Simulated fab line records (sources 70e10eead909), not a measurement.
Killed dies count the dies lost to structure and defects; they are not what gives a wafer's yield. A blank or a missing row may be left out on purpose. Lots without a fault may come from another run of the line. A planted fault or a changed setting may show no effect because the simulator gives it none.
Matching of chambers -- flow nand harc -- 4 sister chambers for NHARC_A_CHANNEL_HOLE_D1_DESCUM_15 on rie diel-12
The step chemistry O2, time 3 s. 4 wafers are shown with their chamber, then 8 later ones without.

## WAFERS, EACH WITH ITS CHAMBER
wafer,chamber,oes product au (a.u.)
L085.3,2,0.998
L086.4,0,0.991
L089.6,3,1.016
L090.1,1,1.017

## WAFERS WITH NO CHAMBER GIVEN
wafer,oes product au (a.u.)
L090.3,1.018
L090.5,1.015
L094.1,0.995
L094.4,1.024
L094.6,1.005
L096.3,1.014
L096.4,0.996
L096.6,1.012

## WHICH CHAMBER EACH ONE RAN IN
wafer,from the rows above,in truth
L090.3,can't be placed: 1 or 3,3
L090.5,can't be placed: 3 or 1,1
L094.1,can't be placed: 2 or 0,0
L094.4,can't be placed: 1 or 3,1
L094.6,can't be placed: 2 or 3 or 1 or 0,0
L096.3,can't be placed: 3 or 1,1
L096.4,can't be placed: 2 or 0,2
L096.6,can't be placed: 3 or 1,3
Placed correctly: 0 of 8. From these rows, 8 cannot be placed; in 8 the true chamber is one of the candidates. Number placed wrongly: 0.
How it was worked out, from the rows above alone: a wafer's distance from a chamber is the root of the sum, over the readings, of the square of ((its reading less the chamber's mean) divided by the reading's scatter). The wafer belongs to the nearest chamber; if the next one is less than 2 further off, it can't be placed. The mean given for a chamber averages the wafers shown for that chamber. The scatter: root of mean squared gap, hidden wafer to nearest shown wafer, with one shown wafer a chamber.
